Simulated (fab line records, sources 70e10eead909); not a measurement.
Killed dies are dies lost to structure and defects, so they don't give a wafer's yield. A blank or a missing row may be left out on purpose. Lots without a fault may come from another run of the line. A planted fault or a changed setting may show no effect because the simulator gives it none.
Chamber matching | flow nand_harc | NHARC_A_STAIRCASE_DEP_151 on pecvd-03: 3 sister chambers
The step deposits SiO2, target thk 3800 nm. 16 wafers are shown with their chamber, then 8 later ones without.

WAFERS WITH THEIR CHAMBER
wafer  | chamber | heater_power_w (W)
L077.1 | 0       | 718
L077.2 | 2       | 701
L077.6 | 2       | 677
L081.1 | 1       | 706
L081.2 | 2       | 769
L081.6 | 2       | 725
L082.1 | 2       | 829
L082.5 | 1       | 571
L082.6 | 2       | 712
L086.1 | 1       | 609
L086.2 | 0       | 754
L086.4 | 1       | 560
L085.1 | 2       | 859
L085.3 | 0       | 706
L085.5 | 0       | 630
L089.3 | 1       | 641

SIGNATURES (means of the wafers above)
reading        | chamber 0 | chamber 1 | chamber 2 | scatter within a chamber
heater_power_w | 702.00    | 617.40    | 753.14    | 62.2
Rule: a wafer's distance from a chamber is the root of the sum, over the readings, of the square of ((its reading less the chamber's mean) divided by the reading's scatter). The wafer belongs to the nearest chamber; if the next one is less than 2 further off, it can't be placed. The scatter: the root of (the sum of the squares of (reading less its chamber's mean) over the shown wafers, divided by (wafers less chambers)).

WAFERS WITHOUT THEIR CHAMBER
wafer  | heater_power_w (W)
L089.4 | 698
L089.5 | 613
L094.1 | 838
L094.2 | 690
L094.5 | 715
L094.3 | 633
L094.4 | 555
L094.6 | 610

WHICH CHAMBER EACH WENT THROUGH
wafer  | from the rows above          | in truth
L089.4 | can't be placed: 0 or 2 or 1 | 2
L089.5 | can't be placed: 1 or 0      | 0
L094.1 | can't be placed: 2 or 0      | 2
L094.2 | can't be placed: 0 or 2 or 1 | 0
L094.5 | can't be placed: 0 or 2 or 1 | 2
L094.3 | can't be placed: 1 or 0 or 2 | 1
L094.4 | can't be placed: 1 or 0      | 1
L094.6 | can't be placed: 1 or 0      | 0
Placed correctly: 0 of 8. Can't be placed from these rows: 8 (the true chamber is among the candidates in 8). Placed wrongly: 0.
